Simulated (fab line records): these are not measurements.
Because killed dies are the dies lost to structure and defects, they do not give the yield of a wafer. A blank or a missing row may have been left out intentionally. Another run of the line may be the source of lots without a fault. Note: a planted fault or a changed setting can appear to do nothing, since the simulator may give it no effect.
Lot-split experiment    flow n5 finfet    on a route of 1938 steps: 7 lots, 39 wafers read

== THE SPLIT ITSELF ==
At N5_MOL_CONTACT_COAG_ETCH_106 (etches SOC in N2/H2, target depth 80 nm, overetch 16 nm, time 120 s), the setting source w was moved away from the recipe's 840 W on 18 of the 39 wafers read, by -18.3% to +18.5%. This setting was run at the recipe's value on the other wafers.

Reading taken at the split's own step.

== THE READING ==
rf vpp V, in V, at N5_MOL_CONTACT_COAG_ETCH_106 (etches SOC in N2/H2, target depth 80 nm, overetch 16 nm, time 120 s). A value of 525.1 V with a standard deviation of 2.4 V is what fault-free wafers of this fab line usually give.

wafer   tool, chamber at the split  source w as run, W  against the recipe  rf vpp V, V  against lot-mates on the recipe
L081.1  rie diel-02, 0              840                 recipe              522.0        -
L081.2  rie diel-02, 1              767                 -8.7%               541.1        +17.6
L081.3  rie diel-02, 3              767                 -8.7%               541.6        +18.1
L081.4  rie diel-02, 2              767                 -8.7%               537.6        +14.1
L081.5  rie diel-02, 0              840                 recipe              523.1        -
L081.6  rie diel-02, 3              840                 recipe              525.5        -
L085.1  rie diel-02, 0              840                 recipe              521.3        -
L085.2  rie diel-02, 1              840                 recipe              525.4        -
L085.5  rie diel-02, 3              840                 recipe              523.9        -
L086.1  rie diel-03, 1              840                 recipe              528.1        -
L086.2  rie diel-03, 0              798.3               -5.0%               532.5        +6.7
L086.3  rie diel-03, 3              798.3               -5.0%               534.1        +8.3
L086.4  rie diel-03, 2              798.3               -5.0%               536.1        +10.3
L086.5  rie diel-03, 0              840                 recipe              524.5        -
L086.6  rie diel-03, 3              840                 recipe              524.9        -
L087.1  rie diel-02, 0              914.5               +8.9%               507.3        -16.5
L087.2  rie diel-02, 2              840                 recipe              520.5        -
L087.3  rie diel-02, 1              840                 recipe              526.4        -
L087.4  rie diel-02, 3              840                 recipe              524.5        -
L087.5  rie diel-02, 0              914.5               +8.9%               508.8        -15.0
L087.6  rie diel-02, 1              914.5               +8.9%               511.9        -11.9
L089.1  rie diel-03, 3              995.6               +18.5%              495.6        -30.9
L089.2  rie diel-03, 0              840                 recipe              525.7        -
L089.3  rie diel-03, 1              840                 recipe              528.3        -
L089.4  rie diel-03, 2              995.6               +18.5%              500.2        -26.3
L089.5  rie diel-03, 3              840                 recipe              525.4        -
L089.6  rie diel-03, 2              995.6               +18.5%              499.5        -27.0
L095.1  rie diel-03, 3              940.1               +11.9%              505.6        -22.7
L095.2  rie diel-03, 1              840                 recipe              528.7        -
L095.3  rie diel-03, 0              940.1               +11.9%              505.7        -22.6
L095.4  rie diel-03, 2              840                 recipe              528.2        -
L095.5  rie diel-03, 0              940.1               +11.9%              505.3        -23.0
L095.6  rie diel-03, 1              840                 recipe              528.1        -
L096.1  rie diel-02, 0              686.6               -18.3%              557.3        +33.8
L096.2  rie diel-02, 1              840                 recipe              525.8        -
L096.3  rie diel-02, 3              840                 recipe              523.0        -
L096.4  rie diel-02, 3              686.6               -18.3%              561.0        +37.5
L096.5  rie diel-02, 1              686.6               -18.3%              561.6        +38.1
L096.6  rie diel-02, 0              840                 recipe              521.8        -

THE FIT
A straight line over all 39 wafers: rf vpp V changes by -1.69 V for each +1% of source w; r = -0.98; the points scatter about the line by 2.7 V.
The same after taking each lot's own level away (the mean of its wafers on the recipe; 39 wafers): -1.78 V for each +1%; r = -0.99; scatter 2.4 V.
The reading moves by 33 V for the largest change in source w, on that fit.
The span of the lots' own levels, 523.53 to 528.33 V, comes to 2.0 times the standard deviation stated above.
Consequently the slope shifts little with the lot-to-lot level, the two slopes agreeing.
Check: with one of the wafers moved furthest among these (+18.5%) left out of the fit, the line predicts -32.5 V for it against its lot-mates. It came out at -30.9 V against them.
Tool readings at the split's step, against how far the setting was moved: rf vpp V r = -0.98.

== FURTHER SPLITS ON THESE WAFERS ==
Note: prior to the reading, these wafers also went through further splits. Each is held against what the fit with the lots' levels taken away leaves over:
other split on the same wafers        wafers away from the commonest value  r with rf vpp V (lot level and that fit taken away)
N5_SD_EPI_P_EPI_21 epi growth time s  12                                    +0.03

== FILE'S OWN FIT ==
rf vpp V changes by -1.77 V for each +1% of source w, r = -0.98.
